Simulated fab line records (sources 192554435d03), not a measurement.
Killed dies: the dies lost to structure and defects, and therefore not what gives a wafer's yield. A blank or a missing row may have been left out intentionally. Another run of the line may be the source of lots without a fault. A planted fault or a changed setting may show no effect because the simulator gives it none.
2 desks, one fault | flow n5_finfet | each desk has only its own numbers; what lay behind them comes last

## AT THE TOOL OWNER'S DESK: ald_sin-01
The tool's own readings at N5_FIN_SAQP_SPACER1_ALD_24 (deposits SiO2, target thk 20.3 nm, pulse time 1 s, purge time 2 s): means of the sampled wafers that have a number, for each lot that ran on this tool. Marked OUT: a lot whose mean sits more than 4 standard deviations from the usual mean, which makes it out of limits; the brackets give that distance.
Columns: A = heater_power_w at N5_FIN_SAQP_SPACER1_ALD_24, usual 464 W; B = precursor_pulse_height_rel at N5_FIN_SAQP_SPACER1_ALD_24, usual 0.999; C = susceptor_temp_C at N5_FIN_SAQP_SPACER1_ALD_24, usual 300.02 C
lot  | first seen here | A   | B     | C
L783 | day 2 11:59     | 485 | 0.980 | 299.87
L786 | day 3 05:22     | 470 | 1.005 | 299.95
L797 | day 5 23:11     | 514 | 0.979 | 311.70 (+61) OUT
L800 | day 6 17:34     | 539 | 1.011 | 311.64 (+61) OUT
This desk's verdict: out of limits on L797, L800, starting with L797 at day 5 23:11 (susceptor_temp_C at N5_FIN_SAQP_SPACER1_ALD_24). In limits: L783, L786.

## FROM THE METROLOGY DESK
What the gauges read for every lot (on any tool): the sampled wafers with a number, averaged. Marked OUT: a lot whose mean sits more than 4 standard deviations from the usual mean, which makes it out of limits; the brackets give that distance. It has 10 readings; the 7 that lie furthest out on some lot are the ones shown.
Columns: A = DIBL_N at N5_BEOL_M4_RC_MEAS_101, usual 36.8 mV/V; B = DIBL_P at N5_BEOL_M4_RC_MEAS_101, usual 37.1 mV/V; C = IOFF_N at N5_BEOL_M4_RC_MEAS_101, usual 0.168 nA/um; D = IOFF_P at N5_BEOL_M4_RC_MEAS_101, usual 0.22 nA/um; E = ION_N at N5_BEOL_M4_RC_MEAS_101, usual 679 uA/um; F = ION_P at N5_BEOL_M4_RC_MEAS_101, usual 466 uA/um; G = SS_N at N5_BEOL_M4_RC_MEAS_101, usual 71.7 mV/dec
lot  | first seen here | A    | B    | C     | D    | E   | F   | G
L781 | day 7 12:11     | 37.3 | 38.3 | 0.184 | 0.22 | 675 | 461 | 72.0
L783 | day 8 13:29     | 37.0 | 36.1 | 0.147 | 0.20 | 675 | 461 | 71.0
L786 | day 8 17:46     | 37.2 | 36.4 | 0.175 | 0.22 | 675 | 462 | 72.3
L794 | day 11 02:07    | 35.4 | 33.9 | 0.150 | 0.21 | 669 | 465 | 71.0
L797 | day 11 22:59    | 37.0 | 37.0 | 0.169 | 0.23 | 687 | 468 | 71.4
L798 | day 12 05:23    | 35.8 | 36.7 | 0.142 | 0.22 | 677 | 470 | 71.2
L800 | day 12 11:42    | 35.3 | 36.0 | 0.136 | 0.19 | 666 | 458 | 71.9
L802 | day 13 00:08    | 37.8 | 37.8 | 0.188 | 0.24 | 698 | 475 | 71.8
L803 | day 13 08:35    | 34.9 | 34.7 | 0.146 | 0.22 | 679 | 472 | 71.7
This desk's verdict: no lot among the 9 shows anything out of limits.

## TAKEN TOGETHER
On L797, L800, at day 5 23:11, an alarm was possible from the tool owner's desk.
From the metrology desk's view, nothing was out of limits.
The metrology desk holds a record of L797, L800, inside its limits.
The lots listed all ran N5_FIN_SAQP_SPACER1_ALD_24 on ald_sin-01.

## WHAT WAS PUT IN BY THE SIMULATOR
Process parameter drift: ald_sin-01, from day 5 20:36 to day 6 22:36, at N5_FIN_SAQP_SPACER1_ALD_24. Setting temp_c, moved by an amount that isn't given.
Lots struck among those shown: L797, L800.
Time in hours from fault onset to the first out-of-limits reading at each desk: the tool owner's desk, 3.
